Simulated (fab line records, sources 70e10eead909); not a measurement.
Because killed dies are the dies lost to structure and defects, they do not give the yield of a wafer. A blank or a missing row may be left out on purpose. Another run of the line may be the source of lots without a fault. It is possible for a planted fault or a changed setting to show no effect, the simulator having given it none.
Which tool was responsible? | flow nand_harc | 23 lots with 69 wafers sampled at 6 steps, on a route of 1159 steps

== WHAT THE GAUGES SHOWED, per wafer ==
Not one reading of a measure or inspect step in the record can be checked against a usual standard deviation.

== WHAT TOOL EACH LOT RAN ON (gives the tool, then ch and the chambers of the sampled wafers, and finally the start) ==
lot  | NHARC_A_STAIRCASE_STRIP_171          | NHARC_A_STAIRCASE_ETCH_221                    | NHARC_A_STAIRCASE_DEP_259       | NHARC_A_STAIRCASE_HM_OPEN_463                 | NHARC_A_STAIRCASE_ETCH_453                    | NHARC_A_STAIRCASE_STRIP_476
L074 | plasma_asher-02 ch 0,1, day 10 03:02 | rie_diel-10 ch 0,3, day 11 00:54 or earlier   | pecvd-03 ch 0,1, day 11 00:54   | rie_diel-01 ch 1,2,3, day 11 15:05 or earlier | rie_diel-01 ch 1,2,3, day 11 15:05 or earlier | rie_diel-05 ch 0,1,2, day 11 15:05
L075 | plasma_asher-01 ch 0,1, day 11 02:31 | rie_diel-05 ch 0,1,2, day 11 19:35 or earlier | pecvd-03 ch 0,1,2, day 11 19:35 | rie_diel-05 ch 0,1,3, day 12 06:17 or earlier | rie_diel-05 ch 1,3, day 12 06:17 or earlier   | rie_diel-10 ch 2,3, day 12 06:17
L076 | plasma_asher-01 ch 0,1, day 11 06:51 | rie_diel-01 ch 0,3, day 11 23:32 or earlier   | pecvd-01 ch 1,2, day 11 23:32   | rie_diel-05 ch 0,1, day 12 09:29 or earlier   | rie_diel-05 ch 1,2, day 12 09:29 or earlier   | rie_diel-01 ch 0,1,3, day 12 09:29
L078 | plasma_asher-01 ch 0,1, day 11 21:39 | rie_diel-10 ch 0,2,3, day 12 14:59 or earlier | pecvd-01 ch 0,1,2, day 12 14:59 | rie_diel-05 ch 1,2, day 13 02:45 or earlier   | rie_diel-05 ch 0,2, day 13 02:45 or earlier   | rie_diel-01 ch 0,1, day 13 02:45
L079 | plasma_asher-02 ch 1, day 11 21:49   | rie_diel-05 ch 0,1,2, day 12 16:00 or earlier | pecvd-01 ch 0,2, day 12 16:00   | rie_diel-01 ch 0,1,3, day 13 05:27 or earlier | rie_diel-01 ch 1,2,3, day 13 05:27 or earlier | rie_diel-10 ch 0,1,3, day 13 05:27
L080 | plasma_asher-01 ch 0,1, day 12 11:07 | rie_diel-05 ch 2,3, day 13 08:07 or earlier   | pecvd-01 ch 0,1, day 13 08:07   | rie_diel-01 ch 0,3, day 14 00:08 or earlier   | rie_diel-01 ch 0,1,3, day 14 00:08 or earlier | rie_diel-05 ch 0,1,3, day 14 00:08
L082 | plasma_asher-02 ch 0,1, day 12 17:57 | rie_diel-10 ch 0,1,3, day 13 17:44 or earlier | pecvd-01 ch 0,1,2, day 13 17:44 | rie_diel-05 ch 0,1,3, day 14 07:19 or earlier | rie_diel-05 ch 0,1,3, day 14 07:19 or earlier | rie_diel-05 ch 0,1,2, day 14 07:19
L083 | plasma_asher-02 ch 0,1, day 12 20:52 | rie_diel-05 ch 1,2, day 13 20:50 or earlier   | pecvd-04 ch 0,1,2, day 13 20:50 | rie_diel-10 ch 0,3, day 14 09:31 or earlier   | rie_diel-10 ch 0,2,3, day 14 09:31 or earlier | rie_diel-10 ch 0,2,3, day 14 09:31
L081 | plasma_asher-02 ch 0,1, day 12 21:29 | rie_diel-10 ch 2,3, day 13 20:35 or earlier   | pecvd-01 ch 1,2, day 13 20:35   | rie_diel-05 ch 0,1, day 14 08:40 or earlier   | rie_diel-05 ch 0,1, day 14 08:40 or earlier   | rie_diel-10 ch 0,1, day 14 08:40
L084 | plasma_asher-01 ch 0,1, day 13 10:13 | rie_diel-10 ch 0,1,3, day 14 05:14 or earlier | pecvd-01 ch 0,1,2, day 14 05:14 | rie_diel-10 ch 0,2,3, day 14 16:50 or earlier | rie_diel-10 ch 0,2,3, day 14 16:50 or earlier | rie_diel-10 ch 1,2,3, day 14 16:50
L085 | plasma_asher-02 ch 0,1, day 13 21:25 | rie_diel-05 ch 0,1,3, day 14 14:37 or earlier | pecvd-03 ch 1,2, day 14 14:37   | rie_diel-05 ch 0,2, day 15 04:01 or earlier   | rie_diel-05 ch 2,3, day 15 04:01 or earlier   | rie_diel-01 ch 1,2,3, day 15 04:01
L087 | plasma_asher-02 ch 0, day 14 01:42   | rie_diel-10 ch 0,1,2, day 14 19:58 or earlier | pecvd-01 ch 0,1, day 14 19:58   | rie_diel-01 ch 0,2,3, day 15 07:41 or earlier | rie_diel-01 ch 1,2, day 15 07:41 or earlier   | rie_diel-01 ch 0,1,2, day 15 07:41
L088 | plasma_asher-01 ch 0,1, day 14 01:51 | rie_diel-05 ch 1,2,3, day 14 19:27 or earlier | pecvd-01 ch 0,1,2, day 14 19:27 | rie_diel-10 ch 0,2,3, day 15 07:48 or earlier | rie_diel-10 ch 0,1,3, day 15 07:48 or earlier | rie_diel-10 ch 0,2,3, day 15 07:48
L086 | plasma_asher-01 ch 0,1, day 14 09:50 | rie_diel-10 ch 1,2,3, day 15 04:19 or earlier | pecvd-01 ch 0,1,2, day 15 04:19 | rie_diel-10 ch 0,2,3, day 15 16:06 or earlier | rie_diel-10 ch 0,2,3, day 15 16:06 or earlier | rie_diel-05 ch 0,1,2, day 15 16:06
L090 | plasma_asher-01 ch 0,1, day 14 15:02 | rie_diel-10 ch 0,3, day 15 10:01 or earlier   | pecvd-04 ch 0,2, day 15 10:01   | rie_diel-10 ch 1,3, day 15 20:46 or earlier   | rie_diel-10 ch 0,1,2, day 15 20:46 or earlier | rie_diel-01 ch 0,2,3, day 15 20:46
L089 | plasma_asher-02 ch 0,1, day 14 15:13 | rie_diel-05 ch 1,2,3, day 15 10:35 or earlier | pecvd-01 ch 0,1, day 15 10:35   | rie_diel-05 ch 0,2,3, day 16 01:58 or earlier | rie_diel-05 ch 1,2,3, day 16 01:58 or earlier | rie_diel-01 ch 1,2,3, day 16 01:58
L093 | plasma_asher-02 ch 0,1, day 15 00:46 | rie_diel-10 ch 0,2, day 15 17:23 or earlier   | pecvd-03 ch 0,1, day 15 17:23   | rie_diel-05 ch 1,2, day 16 06:26 or earlier   | rie_diel-05 ch 1,2, day 16 06:26 or earlier   | rie_diel-01 ch 0,1,2, day 16 06:26
L091 | plasma_asher-02 ch 0,1, day 15 01:03 | rie_diel-01 ch 0,1,3, day 15 20:44 or earlier | pecvd-03 ch 0,1,2, day 15 20:44 | rie_diel-01 ch 0,1,3, day 16 11:47 or earlier | rie_diel-01 ch 0,1,2, day 16 11:47 or earlier | rie_diel-05 ch 1,2,3, day 16 11:47
L092 | plasma_asher-01 ch 0,1, day 15 05:35 | rie_diel-05 ch 1,2,3, day 16 04:52 or earlier | pecvd-04 ch 0,2, day 16 04:52   | rie_diel-10 ch 1,2,3, day 16 14:56 or earlier | rie_diel-10 ch 0,1,3, day 16 14:56 or earlier | rie_diel-01 ch 0,1,3, day 16 14:56
L094 | plasma_asher-02 ch 1, day 15 13:55   | rie_diel-05 ch 0,1,3, day 16 13:29 or earlier | pecvd-04 ch 0,2, day 16 13:29   | rie_diel-01 ch 0,3, day 17 01:40 or earlier   | rie_diel-01 ch 0,1,3, day 17 01:40 or earlier | rie_diel-05 ch 2,3, day 17 01:40
L095 | plasma_asher-02 ch 0,1, day 15 15:19 | rie_diel-10 ch 0,1, day 16 14:44 or earlier   | pecvd-01 ch 1,2, day 16 14:44   | rie_diel-01 ch 0,1, day 17 03:41 or earlier   | rie_diel-01 ch 1,3, day 17 03:41 or earlier   | rie_diel-05 ch 1,2, day 17 03:41
L097 | plasma_asher-01 ch 0,1, day 16 02:03 | rie_diel-01 ch 0,3, day 16 20:50 or earlier   | pecvd-03 ch 0,2, day 16 20:50   | rie_diel-05 ch 1,3, day 17 07:35 or earlier   | rie_diel-05 ch 1,3, day 17 07:35 or earlier   | rie_diel-01 ch 1,2,3, day 17 07:35
L096 | plasma_asher-01 ch 0,1, day 16 07:48 | rie_diel-05 ch 2,3, day 17 00:30 or earlier   | pecvd-01 ch 1,2, day 17 00:30   | rie_diel-01 ch 2,3, day 17 11:10 or earlier   | rie_diel-01 ch 0,1, day 17 11:10 or earlier   | rie_diel-10 ch 0,3, day 17 11:10
- NHARC_A_STAIRCASE_STRIP_171: strips in O2.
- NHARC_A_STAIRCASE_ETCH_221: etches the open film in C4F8/O2, target depth 100 nm, time 40.5 s.
- NHARC_A_STAIRCASE_DEP_259: deposits SiON, target thk 30 nm.
- NHARC_A_STAIRCASE_HM_OPEN_463: chemistry O2/COS.
- NHARC_A_STAIRCASE_ETCH_453: etches the open film in CF4/O2, target depth 30 nm, overetch 3 nm, time 16.5 s.
- NHARC_A_STAIRCASE_STRIP_476: strips in O2, time 20 s.

== AS READ BY THE TOOLS THEMSELVES (means over the sampled wafers that have a number; for cases with no such wafer, the mark the record gives instead) ==
NHARC_A_STAIRCASE_STRIP_171. Usual: drypump_motor_current_A 6.1 A, standard deviation 0.43; heater_power_w 329 W, standard deviation 20; temp_c 250.00 C, standard deviation 0.19.
lot  | tool            | drypump_motor_current_A (A) | heater_power_w (W) | temp_c (C) | flag
L074 | plasma_asher-02 | 5.8                         | 330                | 250.08     |
L075 | plasma_asher-01 | 6.6                         | 328                | 249.95     |
L076 | plasma_asher-01 | 6.6                         | 320                | 249.99     |
L078 | plasma_asher-01 | 6.5                         | 329                | 250.01     |
L079 | plasma_asher-02 | 5.6                         | 301                | 249.92     |
L080 | plasma_asher-01 | 6.6                         | 326                | 249.78     |
L082 | plasma_asher-02 | 5.8                         | 327                | 249.92     |
L083 | plasma_asher-02 | 5.8                         | 335                | 249.99     |
L081 | plasma_asher-02 | 5.8                         | 335                | 250.11     |
L084 | plasma_asher-01 | 6.6                         | 343                | 249.98     |
L085 | plasma_asher-02 | 5.7                         | 316                | 249.98     |
L087 | plasma_asher-02 | 5.9                         | 348                | 250.13     |
L088 | plasma_asher-01 | 6.6                         | 347                | 249.96     |
L086 | plasma_asher-01 | 6.6                         | 338                | 250.28     |
L090 | plasma_asher-01 | 6.6                         | 344                | 249.95     |
L089 | plasma_asher-02 | 5.7                         | 317                | 250.14     |
L093 | plasma_asher-02 | 5.8                         | 329                | 250.04     |
L091 | plasma_asher-02 | 5.7                         | 315                | 249.95     |
L092 | plasma_asher-01 | 6.5                         | 344                | 249.91     |
L094 | plasma_asher-02 | 5.6                         | 299                | 249.75     |
L095 | plasma_asher-02 | 5.7                         | 320                | 250.26     |
L097 | plasma_asher-01 | 6.6                         | 339                | 250.15     |
L096 | plasma_asher-01 | 6.6                         | 337                | 250.05     |

NHARC_A_STAIRCASE_ETCH_221. Usual: oes_product_au 0.941 a.u., standard deviation 0.015; rf_vpp_V 896 V, standard deviation 6.
lot  | tool        | oes_product_au (a.u.) | rf_vpp_V (V) | flag
L074 | rie_diel-10 | 0.969                 | 897          |
L075 | rie_diel-05 | 0.920                 | 894          |
L076 | rie_diel-01 | 0.949                 | 890          |
L078 | rie_diel-10 | 0.956                 | 897          |
L079 | rie_diel-05 | 0.952                 | 893          |
L080 | rie_diel-05 | 0.942                 | 893          |
L082 | rie_diel-10 | 0.927                 | 898          |
L083 | rie_diel-05 | 0.923                 | 895          |
L081 | rie_diel-10 | 0.960                 | 901          |
L084 | rie_diel-10 | 0.931                 | 897          |
L085 | rie_diel-05 | 0.939                 | 891          |
L087 | rie_diel-10 | 0.933                 | 899          |
L088 | rie_diel-05 | 0.924                 | 895          |
L086 | rie_diel-10 | 0.951                 | 903          |
L090 | rie_diel-10 | 0.928                 | 893          |
L089 | rie_diel-05 | 0.951                 | 896          |
L093 | rie_diel-10 | 0.961                 | 898          |
L091 | rie_diel-01 | 0.955                 | 899          |
L092 | rie_diel-05 | 0.957                 | 895          |
L094 | rie_diel-05 | 0.933                 | 898          |
L095 | rie_diel-10 | 0.960                 | 894          |
L097 | rie_diel-01 | 0.952                 | 895          |
L096 | rie_diel-05 | 0.926                 | 894          |

NHARC_A_STAIRCASE_DEP_259. Usual: heater_power_w reads 772 W (standard deviation 80).
lot  | tool     | heater_power_w (W) | flag
L074 | pecvd-03 | 783                |
L075 | pecvd-03 | 716                |
L076 | pecvd-01 | 758                |
L078 | pecvd-01 | 814                |
L079 | pecvd-01 | 859                |
L080 | pecvd-01 | 795                |
L082 | pecvd-01 | 749                |
L083 | pecvd-04 | 803                |
L081 | pecvd-01 | 685                |
L084 | pecvd-01 | 802                |
L085 | pecvd-03 | 710                |
L087 | pecvd-01 | 838                |
L088 | pecvd-01 | 765                |
L086 | pecvd-01 | 787                |
L090 | pecvd-04 | 799                |
L089 | pecvd-01 | 852                |
L093 | pecvd-03 | 778                |
L091 | pecvd-03 | 735                |
L092 | pecvd-04 | 729                |
L094 | pecvd-04 | 761                |
L095 | pecvd-01 | 702                |
L097 | pecvd-03 | 663                |
L096 | pecvd-01 | 767                |

NHARC_A_STAIRCASE_HM_OPEN_463. Usual: drypump_motor_current_A 5.5 A, standard deviation 0.4; o2_flow_sccm 400.0 sccm, standard deviation 1.3; oes_product_au 1.003 a.u., standard deviation 0.0065; rf_vpp_V 467 V, standard deviation 3.4; showerhead_plenum_p_Torr 3.12 Torr, standard deviation 0.15; throttle_valve_pct 28.331 %, standard deviation 0.0099.
lot  | tool        | drypump_motor_current_A (A) | o2_flow_sccm (sccm) | oes_product_au (a.u.) | rf_vpp_V (V) | showerhead_plenum_p_Torr (Torr) | throttle_valve_pct (%) | flag
L074 | rie_diel-01 | 5.5                         | 399.9               | 0.999                 | 464          | 3.05                            | 28.334                 |
L075 | rie_diel-05 | 5.7                         | 399.2               | 1.001                 | 465          | 3.02                            | 28.335                 |
L076 | rie_diel-05 | 6.0                         | 399.7               | 1.005                 | 466          | 3.04                            | 28.325                 |
L078 | rie_diel-05 | 5.5                         | 400.7               | 1.002                 | 467          | 3.13                            | 28.334                 |
L079 | rie_diel-01 | 5.6                         | 399.9               | 0.999                 | 466          | 3.05                            | 28.327                 |
L080 | rie_diel-01 | 5.2                         | 400.7               | 1.001                 | 463          | 2.94                            | 28.328                 |
L082 | rie_diel-05 | 5.7                         | 399.6               | 1.002                 | 465          | 3.01                            | 28.327                 |
L083 | rie_diel-10 | 5.3                         | 398.7               | 1.004                 | 467          | 3.14                            | 28.327                 |
L081 | rie_diel-05 | 6.0                         | 399.6               | 1.004                 | 465          | 3.03                            | 28.337                 |
L084 | rie_diel-10 | 5.6                         | 399.7               | 1.005                 | 469          | 3.15                            | 28.331                 |
L085 | rie_diel-05 | 5.9                         | 399.2               | 0.996                 | 464          | 2.97                            | 28.330                 |
L087 | rie_diel-01 | 5.3                         | 401.3               | 1.006                 | 468          | 3.11                            | 28.333                 |
L088 | rie_diel-10 | 5.5                         | 398.9               | 1.007                 | 468          | 3.15                            | 28.331                 |
L086 | rie_diel-10 | 5.5                         | 398.4               | 1.002                 | 467          | 3.15                            | 28.329                 |
L090 | rie_diel-10 | 5.4                         | 399.3               | 1.001                 | 470          | 3.30                            | 28.333                 |
L089 | rie_diel-05 | 5.5                         | 400.0               | 1.005                 | 469          | 3.18                            | 28.336                 |
L093 | rie_diel-05 | 5.5                         | 400.1               | 1.000                 | 467          | 3.12                            | 28.329                 |
L091 | rie_diel-01 | 5.5                         | 401.2               | 1.002                 | 469          | 3.19                            | 28.320                 |
L092 | rie_diel-10 | 5.6                         | 400.6               | 1.009                 | 471          | 3.28                            | 28.329                 |
L094 | rie_diel-01 | 5.2                         | 401.2               | 0.999                 | 471          | 3.24                            | 28.325                 |
L095 | rie_diel-01 | 5.9                         | 399.3               | 1.004                 | 468          | 3.15                            | 28.340                 |
L097 | rie_diel-05 | 5.3                         | 400.2               | 1.000                 | 466          | 3.06                            | 28.336                 |
L096 | rie_diel-01 | 5.1                         | 400.1               | 1.011                 | 469          | 3.22                            | 28.320                 |

NHARC_A_STAIRCASE_ETCH_453. Usual: drypump_motor_current_A 5.6 A, standard deviation 0.4; o2_flow_sccm 20.00 sccm, standard deviation 0.05; oes_product_au 1.002 a.u., standard deviation 0.0078; rf_vpp_V 197.9 V, standard deviation 1.6; showerhead_plenum_p_Torr 1.34 Torr, standard deviation 0.067; throttle_valve_pct 13.397 %, standard deviation 0.0099.
lot  | tool        | drypump_motor_current_A (A) | o2_flow_sccm (sccm) | oes_product_au (a.u.) | rf_vpp_V (V) | showerhead_plenum_p_Torr (Torr) | throttle_valve_pct (%) | flag
L074 | rie_diel-01 | 5.5                         | 20.03               | 1.001                 | 197.2        | 1.30                            | 13.390                 |
L075 | rie_diel-05 | 5.3                         | 20.02               | 1.006                 | 197.7        | 1.32                            | 13.395                 |
L076 | rie_diel-05 | 5.5                         | 19.99               | 0.994                 | 198.4        | 1.34                            | 13.392                 |
L078 | rie_diel-05 | 5.8                         | 19.99               | 1.008                 | 196.7        | 1.27                            | 13.391                 |
L079 | rie_diel-01 | 5.4                         | 19.95               | 1.001                 | 198.0        | 1.30                            | 13.400                 |
L080 | rie_diel-01 | 5.5                         | 20.00               | 1.001                 | 197.5        | 1.30                            | 13.406                 |
L082 | rie_diel-05 | 5.7                         | 20.01               | 1.000                 | 196.7        | 1.29                            | 13.399                 |
L083 | rie_diel-10 | 5.5                         | 20.04               | 1.000                 | 198.0        | 1.35                            | 13.398                 |
L081 | rie_diel-05 | 6.0                         | 19.97               | 0.995                 | 196.2        | 1.26                            | 13.390                 |
L084 | rie_diel-10 | 5.5                         | 20.00               | 1.003                 | 197.6        | 1.35                            | 13.406                 |
L085 | rie_diel-05 | 5.1                         | 20.00               | 1.011                 | 197.9        | 1.31                            | 13.407                 |
L087 | rie_diel-01 | 5.6                         | 20.00               | 1.001                 | 198.4        | 1.30                            | 13.402                 |
L088 | rie_diel-10 | 5.3                         | 19.98               | 1.004                 | 198.5        | 1.36                            | 13.399                 |
L086 | rie_diel-10 | 5.5                         | 20.03               | 0.996                 | 198.1        | 1.35                            | 13.399                 |
L090 | rie_diel-10 | 5.6                         | 20.01               | 1.002                 | 198.9        | 1.36                            | 13.398                 |
L089 | rie_diel-05 | 5.4                         | 20.01               | 1.003                 | 197.6        | 1.32                            | 13.403                 |
L093 | rie_diel-05 | 5.8                         | 20.00               | 0.994                 | 197.3        | 1.33                            | 13.400                 |
L091 | rie_diel-01 | 5.7                         | 19.96               | 1.003                 | 198.3        | 1.31                            | 13.400                 |
L092 | rie_diel-10 | 5.3                         | 19.96               | 1.001                 | 197.8        | 1.36                            | 13.392                 |
L094 | rie_diel-01 | 5.5                         | 20.02               | 1.006                 | 199.0        | 1.37                            | 13.396                 |
L095 | rie_diel-01 | 5.3                         | 19.97               | 0.998                 | 199.7        | 1.42                            | 13.397                 |
L097 | rie_diel-05 | 5.7                         | 19.97               | 1.006                 | 197.6        | 1.31                            | 13.396                 |
L096 | rie_diel-01 | 5.7                         | 20.03               | 1.007                 | 196.9        | 1.31                            | 13.407                 |

NHARC_A_STAIRCASE_STRIP_476. Usual: drypump_motor_current_A 5.5 A, standard deviation 0.38; o2_flow_sccm 499.8 sccm, standard deviation 1.4; oes_product_au 1.004 a.u., standard deviation 0.0076; rf_vpp_V 57.8 V, standard deviation 0.85; showerhead_plenum_p_Torr 3.54 Torr, standard deviation 0.17; throttle_valve_pct 17.036 %, standard deviation 0.0091.
lot  | tool        | drypump_motor_current_A (A) | o2_flow_sccm (sccm) | oes_product_au (a.u.) | rf_vpp_V (V) | showerhead_plenum_p_Torr (Torr) | throttle_valve_pct (%) | flag
L074 | rie_diel-05 | 5.8                         | 499.0               | 1.005                 | 57.6         | 3.45                            | 17.037                 |
L075 | rie_diel-10 | 5.6                         | 500.1               | 1.007                 | 57.8         | 3.68                            | 17.035                 |
L076 | rie_diel-01 | 5.5                         | 500.4               | 0.996                 | 57.3         | 3.46                            | 17.041                 |
L078 | rie_diel-01 | 5.9                         | 500.1               | 0.997                 | 58.2         | 3.57                            | 17.039                 |
L079 | rie_diel-10 | 5.3                         | 500.0               | 1.009                 | 58.4         | 3.60                            | 17.030                 |
L080 | rie_diel-05 | 5.7                         | 499.5               | 0.999                 | 57.4         | 3.41                            | 17.033                 |
L082 | rie_diel-05 | 5.8                         | 499.3               | 1.002                 | 57.0         | 3.44                            | 17.030                 |
L083 | rie_diel-10 | 5.5                         | 498.4               | 1.009                 | 57.5         | 3.56                            | 17.038                 |
L081 | rie_diel-10 | 5.3                         | 499.4               | 1.003                 | 57.5         | 3.49                            | 17.042                 |
L084 | rie_diel-10 | 5.6                         | 500.1               | 0.996                 | 58.1         | 3.71                            | 17.033                 |
L085 | rie_diel-01 | 5.5                         | 500.0               | 1.006                 | 57.2         | 3.60                            | 17.043                 |
L087 | rie_diel-01 | 5.6                         | 500.0               | 1.006                 | 57.4         | 3.46                            | 17.040                 |
L088 | rie_diel-10 | 5.6                         | 500.2               | 0.994                 | 57.7         | 3.56                            | 17.035                 |
L086 | rie_diel-05 | 5.8                         | 499.6               | 1.000                 | 57.9         | 3.61                            | 17.031                 |
L090 | rie_diel-01 | 5.3                         | 500.4               | 1.000                 | 57.6         | 3.51                            | 17.041                 |
L089 | rie_diel-01 | 5.5                         | 499.1               | 1.012                 | 58.4         | 3.60                            | 17.032                 |
L093 | rie_diel-01 | 5.7                         | 499.4               | 0.998                 | 57.4         | 3.45                            | 17.051                 |
L091 | rie_diel-05 | 5.5                         | 501.1               | 0.998                 | 57.7         | 3.49                            | 17.031                 |
L092 | rie_diel-01 | 5.5                         | 500.0               | 1.011                 | 57.6         | 3.61                            | 17.043                 |
L094 | rie_diel-05 | 5.2                         | 499.3               | 1.017                 | 57.9         | 3.51                            | 17.031                 |
L095 | rie_diel-05 | 5.5                         | 500.1               | 1.001                 | 58.4         | 3.52                            | 17.036                 |
L097 | rie_diel-01 | 5.5                         | 499.4               | 1.006                 | 57.8         | 3.59                            | 17.040                 |
L096 | rie_diel-10 | 5.3                         | 499.6               | 1.004                 | 57.0         | 3.54                            | 17.037                 |

== THE ANSWER, worked out from the rows above alone ==
Rule: a lot counts as off when the mean over its wafers that have a number is more than 3 standard deviations away from the usual mean. Also off: a lot with no number at a reading for which 4 or more lots have one. Any other lot the step has rows for is counted as sound. Order of review: gauges by route order, followed by the tools' own readings, for which a lot's mean as printed above is used. The first step at which some lot is off is used, and at that step the reading that is off furthest; a lot without a number counts as furthest.
Nothing can be told from this: no lot is off at any reading shown.

== WHAT WAS PUT IN BY THE SIMULATOR ==
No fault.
